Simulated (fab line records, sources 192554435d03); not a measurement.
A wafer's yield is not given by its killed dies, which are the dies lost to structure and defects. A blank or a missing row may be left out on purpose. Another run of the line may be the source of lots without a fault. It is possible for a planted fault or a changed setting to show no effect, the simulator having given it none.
A struck lot beside a sound one	flow n5Finfet	34 out of 1938 route steps
Sound: these wafers, L716.2, L716.5, L716.6. Struck: wafer L720.3. (L720.2, L720.4 of the same lot were not struck and are left out.) The cause comes at the end.
Each step with rows lists, per side, the tool, then ch with its chambers, then its first start. Under that, the readings that differ: sound wafers	struck wafers	difference of the means	sigmas: that difference in standard deviations of wafers without a fault.
alike: words and numbers the same on both sides, and readings whose means are apart by under 2 such deviations; not compared: readings that were withheld, readings missing a value for some wafer, numbers with overlapping values and no deviation given by the record, and bounds like >300 which may hide the same value.
The two part at a step that has a row with sigmas, a row that says differs or no value, or rows on one side only. Numbers that have no deviation but don't overlap get no sigmas and don't part them. A reading that every wafer of one side lacks parts them only if that side has two wafers or more.

first, 11 steps without rows for these wafers: N5_BEOL_M13_TRENCH_ETCH_34 (etches SiOC in C4F8/O2/Ar, target depth 413.47 nm, time 162.6 s); N5_BEOL_M13_STRIP_70 (strips in C4F8/O2/Ar); N5_BEOL_M13_STRIP_37 (strips in N2/H2); N5_BEOL_M13_ETCH_38 (etches SiCN in CF4/N2, target depth 67.5 nm, time 71.9 s); N5_BEOL_M13_PRECLEAN_39 (cleans in residue remover, time 60 s); N5_BEOL_M13_SRD_40 (time 30 s, dry time 30 s); N5_BEOL_M13_DEGAS_41 (time 60 s); N5_BEOL_M13_PRE_CLEAN_42 (time 30 s); N5_BEOL_M13_SPUTTER_43 (material TaN, target thk 15 nm, time 24.19 s); N5_BEOL_M13_SPUTTER_44 (material Ta, target thk 10 nm, time 16.13 s); N5_BEOL_M13_SPUTTER_45 (material Cu, target thk 80 nm, time 13.33 s).
N5_BEOL_M13_ECD_47: material Cu, target thk 936 nm.
  sound on ecdCu-02 ch 0,1, day 16 03:53; struck on ecdCu-02 ch 0,1, day 16 18:17
then, 21 steps without rows for these wafers: N5_BEOL_M13_ANNEAL_48 (time 90 s); N5_BEOL_M13_CMP_49 (polishes, stops on SiOC, t overpolish 17.1 s, target thk 420 nm); N5_BEOL_M13_PRE_CLEAN_52 (time 15 s); N5_BEOL_M13_DEP_53 (deposits SiCN from 3MS/NH3, target thk 50 nm, time 17.8 s); N5_BEOL_M14_ILD_DEP_00 (deposits SiO2 from TEOS/O2, target thk 1119.3 nm, time 237.4 s); N5_BEOL_M14_COAT_58 (time 60 s, resist thk 89 nm); N5_BEOL_M14_COAT_04 (resist thk 800 nm); N5_BEOL_M14_EBR_06; N5_BEOL_M14_SOFTBAKE_05 (time 60 s); N5_BEOL_M14_EXPOSE_07 (exposes mask V13); N5_BEOL_M14_PEB_08 (peb time 90 s); N5_BEOL_M14_DEVELOP_09 (develop time 45 s); N5_BEOL_M14_HARDBAKE_14 (time 120 s); N5_BEOL_M14_DESCUM_15 (chemistry O2, time 7.9 s); N5_BEOL_M14_ETCH_59 (etches BARC in N2/H2, target depth 89 nm, overetch 26.7 nm, time 67.9 s); N5_BEOL_M14_VIA_ETCH_16 (etches SiO2 in C4F8/O2/Ar, target depth 1231.3 nm); N5_BEOL_M14_STRIP_63 (strips in O2); N5_BEOL_M14_STRIP_64 (strips in O2); N5_BEOL_M14_STRIP_71 (strips in post etch residue remover, time 60 s); N5_BEOL_M14_SRD_72 (time 30 s, dry time 30 s); N5_BEOL_M14_COAT_65 (time 60 s, resist thk 450 nm).
N5_PASSIVATION_PROBE_49:
  only the struck wafers here have rows in the record (prober-02, day 17 22:52); the sound ones have none

WHERE THEY PART
At N5_PASSIVATION_PROBE_49 and nowhere else, as far as this record goes.

WHY: what the simulator had put in
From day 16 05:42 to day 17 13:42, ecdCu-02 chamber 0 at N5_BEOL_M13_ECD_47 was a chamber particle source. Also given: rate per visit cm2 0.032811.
